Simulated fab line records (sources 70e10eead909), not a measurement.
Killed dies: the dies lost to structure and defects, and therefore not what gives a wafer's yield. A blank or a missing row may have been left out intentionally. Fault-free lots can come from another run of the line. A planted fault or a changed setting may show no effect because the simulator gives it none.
Problem report in the 8D (eight disciplines) form, filled by code ; flow nand-harc ; the parts of the form that need people (team, actions taken, sign-off) are left out

1. WHAT IS WRONG
killed-at-array at NHARC_END_SORT_01 reads a mean of 673 on 1 wafer of 1 lot; wafers without a fault read 27 with a standard deviation of 11. Measured from the usual mean, that is +59 standard deviations.
The first sign was on wafer L174.4 at day 23 23:44, on prober-01. The record holds 3 wafers of 1 lot with a number at this step. Rule for "out" (also "out of limits"): further than 4 standard deviations from the usual mean. The other wafers with a number count as sound.

2. WHAT THIS IS AND IS NOT
question;is;is not
which readings at this step;killed-at-array, killed-dies;killed-at-other, killed-at-periphery, killed-open, killed-short
which lots;L174;-
which wafers of those lots;L174.4;L174.1, L174.3
read on which gauges;prober-01;-
when;from day 23 23:44;up to then (2 sound wafers)

3. WHAT RULES OUT EACH SUSPECT
Counting: if a tool at a process step up to the reading ran every lot that is out, it stays a suspect. Sound lots after the first of them don't rule it out here, since some wafers of a struck lot are sound.
- ruled out: the gauge at NHARC_END_SORT_01. All the wafers that are out were read on prober-01, but those of them that NHARC_A_SGD_CUT_ETCH_59 has rows for are out there too, on other tools.
- rie-diel-02 at NHARC_A_STAIRCASE_ETCHBACK_422 (etches the open film in CH3F/O2, target depth 40 nm, time 74.286 s): kept. It ran the lot that is out, L174 (day 18 06:20).
- pecvd-02 at NHARC_A_SGD_CUT_DEP_00 (deposits SiNx, target thk 50 nm): kept. It ran the lot that is out, L174 (day 18 07:41).
- rie-diel-05 at NHARC_A_SGD_CUT_ETCH_59 (etches the open film in N2/H2, target depth 260 nm, time 406.25 s): kept. It ran the lot that is out, L174 (day 18 08:52). Out on those wafers are its own readings of run-length-s.
- rie-diel-02, NHARC_A_STAIRCASE_ETCHBACK_422: wafers that are out in chamber 0, sound lot-mates in chambers 1, 2.
- rie-diel-05, NHARC_A_SGD_CUT_ETCH_59: wafers that are out in chamber 0, sound lot-mates in chambers 2, 3.
rie-diel-02 at NHARC_A_STAIRCASE_ETCHBACK_422, pecvd-02 at NHARC_A_SGD_CUT_DEP_00 and rie-diel-05 at NHARC_A_SGD_CUT_ETCH_59 are what is left after counting.

4. THE CAUSE (what the simulator had put in)
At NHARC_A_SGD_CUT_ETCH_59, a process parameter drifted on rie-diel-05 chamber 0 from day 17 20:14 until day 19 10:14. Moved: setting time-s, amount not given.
This tool is one of the 3 suspects left after counting.

5. THE EFFECT CHAIN, in route order
Rows list readings where the struck wafers' mean (over those with a number) sits beyond 3 standard deviations from the usual. Only readings whose record carries a usual standard deviation are examined. hours: median over the lots of the time between each lot's start at the first step of this table that gives one and its start at this step. sigmas: the change, counted in usual standard deviations.
hours;step;reading;usual;on struck wafers;change;sigmas
0;NHARC_A_SGD_CUT_ETCH_59;run-length-s;427.8 s;298.3;-129.5;-99 or more
135;NHARC_END_SORT_01;killed-at-array;27;673;+646;+59
135;NHARC_END_SORT_01;killed-dies;31;677;+646;+54
It contains these process steps:
- NHARC_A_SGD_CUT_ETCH_59: etches the open film in N2/H2, target depth 260 nm, time 406.25 s.
Readings that are blank on the struck wafers while sound wafers have them: rf-fwd-power-W at NHARC_A_SGD_CUT_ETCH_59.

6. HOW IT WOULD HAVE BEEN CAUGHT EARLIER
Counted from the fault's start at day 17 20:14, it took 147 hours until the first out-of-limits reading at a measuring or inspecting step in this record, taken at day 23 23:44.
The tool's own readings at NHARC_A_SGD_CUT_ETCH_59 were out on every struck wafer that the step has a row for (run-length-s): an alarm limit on them would have fired on the first of those.
Lots out: 1; all had begun NHARC_A_SGD_CUT_ETCH_59 on rie-diel-05 by day 23 23:44. None of them would have been spared by holding the tool at that moment.
